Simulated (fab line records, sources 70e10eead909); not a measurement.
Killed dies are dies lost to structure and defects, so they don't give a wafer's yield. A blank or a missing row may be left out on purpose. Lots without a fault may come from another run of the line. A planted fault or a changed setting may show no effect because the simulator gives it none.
Tool commonality check | flow nand_harc | 14 lots, 42 wafers sampled

WHY IT WAS OPENED
At NHARC_P_M0_CD_MEAS_09 the reading cd_nm is flagged on 2 of 14 lots. Wafers without a fault read 89.9 nm, standard deviation 0.7.
Rule: a lot is flagged when every wafer of it that has a number lies more than 4 standard deviations from that mean, or none has a number. The other lots count as sound.

lot  | measured     | on        | cd_nm (nm), wafer by wafer | flag
L974 | day 6 07:59  | cd_sem-03 | 90.4 90.4 90.0             |
L975 | day 6 14:46  | cd_sem-01 | 90.0 90.5 90.6             |
L976 | day 6 16:53  | cd_sem-01 | 89.6 88.8 88.8             |
L977 | day 7 04:21  | cd_sem-03 | 88.9 88.5 89.3             |
L979 | day 8 00:58  | cd_sem-01 | 89.4 89.2 89.1             |
L980 | day 8 13:54  | cd_sem-01 | 89.7 89.7 89.1             |
L981 | day 8 22:54  | cd_sem-01 | 90.2 90.2 89.8             |
L982 | day 9 06:49  | cd_sem-01 | 89.4 89.4 89.8             |
L984 | day 10 09:43 | cd_sem-01 | 50.7 50.8 50.8             | FLAGGED
L987 | day 11 08:08 | cd_sem-02 | 89.5 89.4 90.0             |
L990 | day 12 16:20 | cd_sem-01 | 60.5 59.3 60.4             | FLAGGED
L991 | day 13 04:17 | cd_sem-01 | 90.1 90.7 90.4             |
L993 | day 14 05:36 | cd_sem-02 | 90.0 88.8 90.2             |
L997 | day 15 12:35 | cd_sem-01 | 90.0 90.7 90.5             |
The numbers of the flagged lots are 55.4 nm on average: -34.5 nm against the usual, or -49 standard deviations.

WHICH TOOL RAN EACH LOT
The record holds 4 process steps before the reading, out of a route of 1302 steps. In each cell: the tool, then ch and the chambers that the sampled wafers went through, then the start.
lot  | flag    | NHARC_P_CONTACT_DESCUM_17          | NHARC_P_CONTACT_ETCH_18                       | NHARC_P_CONTACT_DEGAS_38     | NHARC_P_M0_EXPOSE_06
L974 |         | rie_diel-10 ch 2,3, day 6 04:02    | rie_diel-10 ch 1,2,3, day 6 05:43 or earlier  | pvd_sputter-03, day 6 05:43  | arfi_scanner-01 ch 0, day 6 07:51
L975 |         | rie_diel-04 ch 0,2, day 6 10:38    | rie_diel-04 ch 0,1, day 6 12:22 or earlier    | pvd_sputter-02, day 6 12:22  | arfi_scanner-02 ch 0, day 6 14:37
L976 |         | rie_diel-09 ch 0,2, day 6 12:44    | rie_diel-09 ch 0,2,3, day 6 14:29 or earlier  | pvd_sputter-03, day 6 14:29  | arfi_scanner-01 ch 0, day 6 16:44
L977 |         | rie_diel-04 ch 0,1,2, day 7 00:11  | rie_diel-04 ch 0,1,2, day 7 01:58 or earlier  | pvd_sputter-01, day 7 01:58  | arfi_scanner-02 ch 0, day 7 04:13
L979 |         | rie_diel-04 ch 0,1, day 7 19:59    | rie_diel-04 ch 0,1, day 7 22:01 or earlier    | pvd_sputter-03, day 7 22:01  | arfi_scanner-02 ch 0, day 8 00:50
L980 |         | rie_diel-04 ch 1,2,3, day 8 09:52  | rie_diel-10 ch 2,3, day 8 10:22               | pvd_sputter-01, day 8 11:31  | arfi_scanner-03 ch 0, day 8 13:46
L981 |         | rie_diel-10 ch 0,1,3, day 8 18:32  | rie_diel-10 ch 1,2,3, day 8 20:07 or earlier  | pvd_sputter-02, day 8 20:07  | arfi_scanner-02 ch 0, day 8 22:46
L982 |         | rie_diel-09 ch 1,3, day 9 02:56    | rie_diel-09 ch 0,1, day 9 04:30 or earlier    | pvd_sputter-03, day 9 04:30  | arfi_scanner-02 ch 0, day 9 06:41
L984 | FLAGGED | rie_diel-09 ch 1,2,3, day 10 05:28 | rie_diel-09 ch 1,3, day 10 07:20 or earlier   | pvd_sputter-01, day 10 07:20 | arfi_scanner-02 ch 0, day 10 09:35
L987 |         | rie_diel-09 ch 3, day 11 03:04     | rie_diel-09 ch 3, day 11 04:27                | pvd_sputter-03, day 11 05:51 | arfi_scanner-03 ch 0, day 11 08:00
L990 | FLAGGED | rie_diel-09 ch 0,1,2, day 12 12:22 | rie_diel-09 ch 0,2,3, day 12 13:57 or earlier | pvd_sputter-01, day 12 13:57 | arfi_scanner-02 ch 0, day 12 16:12
L991 |         | rie_diel-09 ch 0,2,3, day 13 00:26 | rie_diel-09 ch 0,2, day 13 02:01 or earlier   | pvd_sputter-01, day 13 02:01 | arfi_scanner-03 ch 0, day 13 04:08
L993 |         | rie_diel-09 ch 0,2, day 14 01:34   | rie_diel-09 ch 0,2,3, day 14 03:10 or earlier | pvd_sputter-02, day 14 03:10 | arfi_scanner-03 ch 0, day 14 05:28
L997 |         | rie_diel-10 ch 0,2, day 15 08:37   | rie_diel-10 ch 0,2,3, day 15 10:12 or earlier | pvd_sputter-03, day 15 10:12 | arfi_scanner-01 ch 0, day 15 12:28
What these steps do:
- NHARC_P_CONTACT_DESCUM_17: chemistry O2, time 3 s.
- NHARC_P_CONTACT_ETCH_18: etches the open film in C4F8/O2/Ar, target depth 481 nm, time 240.5 s.
- NHARC_P_CONTACT_DEGAS_38: time 60 s.
- NHARC_P_M0_EXPOSE_06: exposes mask P M0, target cd 90 nm.
- NHARC_P_M0_CD_MEAS_09: target cd 90 nm.

FLAGGED OVER TOTAL, TOOL BY TOOL (the gauges that took the reading come last)
step                      | tool            | lots run | flagged | share of the flagged lots | sound lots run after its first flagged lot
NHARC_P_CONTACT_DESCUM_17 | rie_diel-04     | 4        | 0       | none                      | -
NHARC_P_CONTACT_DESCUM_17 | rie_diel-09     | 7        | 2       | all                       | 3 (L987,L991,L993)
NHARC_P_CONTACT_DESCUM_17 | rie_diel-10     | 3        | 0       | none                      | -
NHARC_P_CONTACT_ETCH_18   | rie_diel-04     | 3        | 0       | none                      | -
NHARC_P_CONTACT_ETCH_18   | rie_diel-09     | 7        | 2       | all                       | 3 (L987,L991,L993)
NHARC_P_CONTACT_ETCH_18   | rie_diel-10     | 4        | 0       | none                      | -
NHARC_P_CONTACT_DEGAS_38  | pvd_sputter-01  | 5        | 2       | all                       | 1 (L991)
NHARC_P_CONTACT_DEGAS_38  | pvd_sputter-02  | 3        | 0       | none                      | -
NHARC_P_CONTACT_DEGAS_38  | pvd_sputter-03  | 6        | 0       | none                      | -
NHARC_P_M0_EXPOSE_06      | arfi_scanner-01 | 3        | 0       | none                      | -
NHARC_P_M0_EXPOSE_06      | arfi_scanner-02 | 7        | 2       | all                       | 0
NHARC_P_M0_EXPOSE_06      | arfi_scanner-03 | 4        | 0       | none                      | -
NHARC_P_M0_CD_MEAS_09     | cd_sem-01       | 10       | 2       | all                       | 2 (L991,L997)
NHARC_P_M0_CD_MEAS_09     | cd_sem-02       | 2        | 0       | none                      | -
NHARC_P_M0_CD_MEAS_09     | cd_sem-03       | 2        | 0       | none                      | -
NHARC_P_CONTACT_ETCH_18 gives no start for some lots, so the hours and the order of its lots are those of NHARC_P_CONTACT_DEGAS_38.

WHAT THE TABLE ALLOWS
5 rows of the table ran every flagged lot: rie_diel-09 at NHARC_P_CONTACT_DESCUM_17, rie_diel-09 at NHARC_P_CONTACT_ETCH_18, pvd_sputter-01 at NHARC_P_CONTACT_DEGAS_38, arfi_scanner-02 at NHARC_P_M0_EXPOSE_06, cd_sem-01 at NHARC_P_M0_CD_MEAS_09.
- rie_diel-09 at NHARC_P_CONTACT_DESCUM_17: 2 of its 7 lots flagged. Sound lots ran on it after the first flagged one (L987, L991, L993), which a lasting fault on the whole tool wouldn't allow.
- rie_diel-09 at NHARC_P_CONTACT_ETCH_18: 2 of its 7 lots flagged. Sound lots ran on it after the first flagged one (L987, L991, L993), which a lasting fault on the whole tool wouldn't allow.
- pvd_sputter-01 at NHARC_P_CONTACT_DEGAS_38: 2 of its 5 lots flagged. Sound lots ran on it after the first flagged one (L991), which a lasting fault on the whole tool wouldn't allow.
- arfi_scanner-02 at NHARC_P_M0_EXPOSE_06: 2 of its 7 lots flagged. Its last sound lot is L982 (day 9 06:41), its first flagged lot L984 (day 10 09:35): a fault that began between those two fits. Its own readings lie more than 4 standard deviations out on every wafer of the flagged lots: exposure_dose_mJ_cm2.
- cd_sem-01 at NHARC_P_M0_CD_MEAS_09: 2 of its 10 lots flagged. Sound lots ran on it after the first flagged one (L991, L997), which a lasting fault on the whole tool wouldn't allow.
One tool is left: arfi_scanner-02 at NHARC_P_M0_EXPOSE_06.

WHAT THE SIMULATOR HAD PUT IN
Process parameter drift: arfi_scanner-02, from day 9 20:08 on, at NHARC_P_M0_EXPOSE_06. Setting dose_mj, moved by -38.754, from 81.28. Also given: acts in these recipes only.
Lots struck among those shown: L984, L990. The rule above found the same.
